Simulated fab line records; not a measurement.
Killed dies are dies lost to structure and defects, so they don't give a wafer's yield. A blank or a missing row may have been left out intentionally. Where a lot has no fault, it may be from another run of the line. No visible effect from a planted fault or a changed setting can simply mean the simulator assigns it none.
Which tool did it?	flow nand_harc	13 lots, 39 wafers sampled, at 5 steps of a route of 1159

## WHAT EACH GAUGE READ, for each wafer
NHARC_A_SOURCE_PLATE_THK_MEAS_09: measures by ellipsometry.
lot	measured	on	thk_nm (nm)
L943	day 7 07:58	film_metro-02	9.3 10.7 8.9
L942	day 7 07:58	film_metro-01	10.3 9.1 8.6
L945	day 7 07:59	film_metro-02	10.0 8.5 8.5
L951	day 9 05:38	film_metro-01	11.8 9.4 9.8
L954	day 10 03:08	film_metro-02	8.8 8.6 8.4
L953	day 10 03:08	film_metro-01	10.8 12.8 8.8
L957	day 10 03:08	film_metro-01	9.4 8.6 8.8
L955	day 10 07:35	film_metro-01	10.4 8.9 9.1
L956	day 10 14:55	film_metro-01	9.9 11.4 9.4
L958	day 11 03:41	film_metro-02	8.6 11.0 7.7
L959	day 11 03:40	film_metro-01	12.0 10.4 8.5
L960	day 11 10:27	film_metro-01	8.7 9.9 10.5
L962	day 11 14:52	film_metro-01	11.0 8.2 10.2

NHARC_END_SORT_01.
lot	measured	on	killed_at_array	killed_at_other	killed_at_periphery	killed_dies	killed_open	killed_short
L954	day 22 17:40	prober-02	31 27 34	0 0 0	4 3 4	35 30 38	2 2 3	3 1 2
L953	day 22 08:16	prober-02	31 44 35	0 0 0	4 5 10	35 49 45	3 3 1	3 2 3

## EACH LOT AND THE TOOL THAT RAN IT (in order: tool; ch and the chambers of the sampled wafers; start)
lot	NHARC_P_BONDPAD_STRIP_15	NHARC_A_ONON_D1_DEP_06	NHARC_A_CHANNEL_HOLE_D1_DEP_01
L943	rie_diel-10 ch 0,2,3, day 6 18:08	pecvd_onon-04 ch 0, day 7 23:42	pecvd-02 ch 0,1,2, day 8 16:43
L942	rie_diel-10 ch 0,1,2, day 6 18:47	pecvd_onon-03 ch 0, day 7 23:40	pecvd-02 ch 0,1,2, day 8 15:25
L945	rie_diel-02 ch 0,2, day 6 21:58	pecvd_onon-01 ch 0, day 7 23:44	pecvd-03 ch 0,2, day 8 16:55
L951	rie_diel-13 ch 1,2,3, day 8 16:28	pecvd_onon-04 ch 0, day 9 20:08	pecvd-01 ch 0,1,2, day 10 10:35
L954	rie_diel-10 ch 0,1, day 9 12:11	pecvd_onon-03 ch 0, day 10 19:25	pecvd-01 ch 0,1,2, day 11 12:07
L953	rie_diel-10 ch 0,1,2, day 9 13:28	pecvd_onon-04 ch 0, day 10 19:26	pecvd-02 ch 0,1,2, day 11 10:50
L957	rie_diel-10 ch 1,2, day 9 15:11	pecvd_onon-01 ch 0, day 10 19:24	pecvd-03 ch 0,1,2, day 11 10:57
L955	rie_diel-10 ch 0,1, day 9 18:37	pecvd_onon-03 ch 0, day 10 19:50	pecvd-02 ch 0,1,2, day 11 12:47
L956	rie_diel-10 ch 0,2,3, day 10 00:41	pecvd_onon-03 ch 0, day 11 07:24	pecvd-02 ch 0,2, day 11 23:35
L958	rie_diel-10 ch 1,2,3, day 10 15:25	pecvd_onon-03 ch 0, day 11 18:38	pecvd-01 ch 0,1,2, day 12 11:59
L959	rie_diel-10 ch 1,2,3, day 10 15:56	pecvd_onon-01 ch 0, day 11 18:37	pecvd-02 ch 1,2, day 12 11:47
L960	rie_diel-10 ch 1,2,3, day 10 22:05	pecvd_onon-03 ch 0, day 12 03:22	pecvd-01 ch 0,1, day 12 19:52
L962	rie_diel-02 ch 0,1,3, day 11 04:07	pecvd_onon-01 ch 0, day 12 03:24	pecvd-02 ch 0,1,2, day 12 19:52
- NHARC_P_BONDPAD_STRIP_15: strips in O2.
- NHARC_A_ONON_D1_DEP_06: target thk 1000 nm.
- NHARC_A_CHANNEL_HOLE_D1_DEP_01: deposits SiON, target thk 140 nm.

## AS READ BY THE TOOLS THEMSELVES (means over the sampled wafers that have a number; for cases with no such wafer, the mark the record gives instead)
NHARC_P_BONDPAD_STRIP_15.
lot	tool	drypump_motor_current_A (A)	mfc_ar_sccm (sccm)	oes_product_au (a.u.)	rf_vpp_V (V)	showerhead_plenum_p_Torr (Torr)	throttle_valve_pct (%)
L943	rie_diel-10	5.6	0.019	1.005	57.8	3.50	17.038
L942	rie_diel-10	5.4	0.013	1.010	57.8	3.50	17.035
L945	rie_diel-02	5.4	0.021	0.993	57.5	3.52	17.040
L951	rie_diel-13	5.7	0.009	0.989	57.8	3.43	17.039
L954	rie_diel-10	5.3	0.013	1.008	58.3	3.41	17.029
L953	rie_diel-10	5.4	0.013	0.999	58.2	3.50	17.040
L957	rie_diel-10	5.1	0.000	1.002	57.7	3.44	17.035
L955	rie_diel-10	5.3	0.013	1.003	57.9	3.41	17.038
L956	rie_diel-10	5.6	0.019	0.991	58.2	3.49	17.032
L958	rie_diel-10	5.4	0.006	1.006	56.8	3.44	17.034
L959	rie_diel-10	5.4	0.006	0.995	57.7	3.44	17.031
L960	rie_diel-10	5.3	0.006	0.993	56.9	3.44	17.039
L962	rie_diel-02	6.0	0.014	0.988	58.2	3.49	17.036

NHARC_A_ONON_D1_DEP_06.
lot	tool	n2o_flow_sccm (sccm)	nh3_flow_sccm (sccm)
L943	pecvd_onon-04	2005	498.6
L942	pecvd_onon-03	1999	502.0
L945	pecvd_onon-01	2001	501.7
L951	pecvd_onon-04	2393	499.8
L954	pecvd_onon-03	2000	498.4
L953	pecvd_onon-04	2399	500.3
L957	pecvd_onon-01	1998	499.7
L955	pecvd_onon-03	1997	500.9
L956	pecvd_onon-03	1996	499.3
L958	pecvd_onon-03	2011	499.5
L959	pecvd_onon-01	1989	500.9
L960	pecvd_onon-03	1994	499.5
L962	pecvd_onon-01	2000	499.4

NHARC_A_CHANNEL_HOLE_D1_DEP_01.
lot	tool	heater_power_w (W)	showerhead_vpp_V (V)
L943	pecvd-02	842	1094
L942	pecvd-02	848	1116
L945	pecvd-03	828	1181
L951	pecvd-01	800	1125
L954	pecvd-01	810	1125
L953	pecvd-02	792	1118
L957	pecvd-03	777	1161
L955	pecvd-02	849	1107
L956	pecvd-02	865	1075
L958	pecvd-01	790	1110
L959	pecvd-02	737	1161
L960	pecvd-01	839	1144
L962	pecvd-02	824	1096

## THE ANSWER, worked out from the rows above alone
Rule: usual is defined by the lots themselves. The widest of any qualifying gaps counts: lots, ordered by their means at a reading, are off when they make up no more than a third of the lots, leave a main group of 4 or more, and stand apart from it by 3 or more times the standard deviation of that group's means. If all means in a main group match to the digits the tables above print for the reading, that group is not used. Also off: a lot with no number at a reading for which 4 or more lots have one. Where the step has rows for the other lots, those lots are counted as sound. After the gauges, taken in route order, come the tools' own readings; for these a lot's mean is taken, as printed above. The first step at which some lot is off is used, and at that step the reading that is off furthest; a lot without a number counts as furthest.
Off, at NHARC_A_ONON_D1_DEP_06 on n2o_flow_sccm: L951, L953. Main group: mean 1999 sccm, sd 5.4.
If a tool, at that step or one of the process steps before it, ran each lot that is off and ran no sound lot following the first of them, it fits. One fits: NHARC_A_ONON_D1_DEP_06 on pecvd_onon-04. A fault onset in the window from L943 (day 7 23:42, its last sound lot) to L951 (day 9 20:08, its first lot off) fits.
On the lots that are off, the tool's own readings at NHARC_A_ONON_D1_DEP_06 differ by more than 5 times the standard deviation of the sound lots' means, which bears it out; n2o_flow_sccm reads 2396 sccm there versus 1999 sccm on the sound lots.

## WHAT THE SIMULATOR HAD PUT IN
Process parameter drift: pecvd_onon-04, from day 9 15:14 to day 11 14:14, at NHARC_A_ONON_D1_DEP_06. Setting n2o_flow_sccm, moved by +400, from 2000. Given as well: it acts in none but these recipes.
Lots struck among those shown: L951, L953. The rule given above showed the same thing.
